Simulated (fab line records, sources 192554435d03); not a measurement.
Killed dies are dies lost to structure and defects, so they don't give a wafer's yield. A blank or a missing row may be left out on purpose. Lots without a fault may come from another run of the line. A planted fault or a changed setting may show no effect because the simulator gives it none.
Chamber matching | flow n5_finfet | N5_BEOL_M0_SAQP_PECVD_04 on pecvd-04: 3 sister chambers
The step deposits a-Si from SiH4/He, target thk 60 nm, time 60.2 s. 6 wafers are shown with their chamber, then 7 later ones without.

WAFERS WITH THEIR CHAMBER
wafer  | chamber | throttle_valve_pct (%) | heater_power_w (W)
L082.2 | 0       | 17.5                   | 532
L082.6 | 2       | 16.9                   | 539
L087.3 | 0       | 17.3                   | 580
L087.5 | 2       | 16.8                   | 537
L089.1 | 1       | 18.6                   | 780
L089.3 | 1       | 19.2                   | 822

WAFERS WITHOUT THEIR CHAMBER
wafer  | throttle_valve_pct (%) | heater_power_w (W)
L089.6 | 18.8                   | 802
L090.1 | 18.8                   | 764
L090.3 | 18.8                   | 780
L090.5 | 17.0                   | 550
L095.1 | 17.4                   | 587
L095.4 | 17.1                   | 518
L095.6 | 17.3                   | 592

WHICH CHAMBER EACH WENT THROUGH
wafer  | from the rows above     | in truth
L089.6 | 1                       | 1
L090.1 | 1                       | 1
L090.3 | 1                       | 1
L090.5 | can't be placed: 2 or 0 | 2
L095.1 | can't be placed: 0 or 2 | 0
L095.4 | can't be placed: 2 or 0 | 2
L095.6 | can't be placed: 0 or 2 | 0
Placed correctly: 3 of 7. Can't be placed from these rows: 4 (the true chamber is among the candidates in 4). Placed wrongly: 0.
How it was worked out, from the rows above alone: a wafer's distance from a chamber is the root of the sum, over the readings, of the square of ((its reading less the chamber's mean) divided by the reading's scatter). The wafer belongs to the nearest chamber; if the next one is less than 2 further off, it can't be placed. A chamber's mean is the mean of its shown wafers. The scatter: the root of (the sum of the squares of (reading less its chamber's mean) over the shown wafers, divided by (wafers less chambers)).
